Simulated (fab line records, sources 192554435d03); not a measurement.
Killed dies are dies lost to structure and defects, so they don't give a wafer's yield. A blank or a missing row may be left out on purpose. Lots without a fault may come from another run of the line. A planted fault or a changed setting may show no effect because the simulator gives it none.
Chamber matching | flow n5_finfet | N5_BEOL_M1_ETCHBACK_99 on rie_diel-01: 4 sister chambers
The step etches SiO2 in CHF3, target depth 5 nm, time 10.4 s. 4 wafers are shown with their chamber, then 8 later ones without.

WAFERS WITH THEIR CHAMBER
wafer  | chamber | throttle_valve_pct (%)
L086.6 | 2       | 17.26
L088.1 | 0       | 16.69
L088.5 | 3       | 17.16
L089.1 | 1       | 17.16

WAFERS WITHOUT THEIR CHAMBER
wafer  | throttle_valve_pct (%)
L089.2 | 17.25
L089.6 | 17.28
L091.2 | 16.67
L091.4 | 17.16
L091.5 | 17.16
L092.2 | 17.28
L092.4 | 17.18
L092.5 | 17.28

WHICH CHAMBER EACH WENT THROUGH
wafer  | from the rows above     | in truth
L089.2 | 2                       | 2
L089.6 | 2                       | 2
L091.2 | 0                       | 0
L091.4 | can't be placed: 1 or 3 | 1
L091.5 | can't be placed: 1 or 3 | 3
L092.2 | 2                       | 2
L092.4 | can't be placed: 1 or 3 | 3
L092.5 | 2                       | 2
Placed correctly: 5 of 8. Can't be placed from these rows: 3 (the true chamber is among the candidates in 3). Placed wrongly: 0.
How it was worked out, from the rows above alone: a wafer's distance from a chamber is the root of the sum, over the readings, of the square of ((its reading less the chamber's mean) divided by the reading's scatter). The wafer belongs to the nearest chamber; if the next one is less than 2 further off, it can't be placed. A chamber's mean is the mean of its shown wafers. The scatter: with one shown wafer a chamber, the root of the mean of the squares of how far each hidden wafer lies from its nearest shown one.
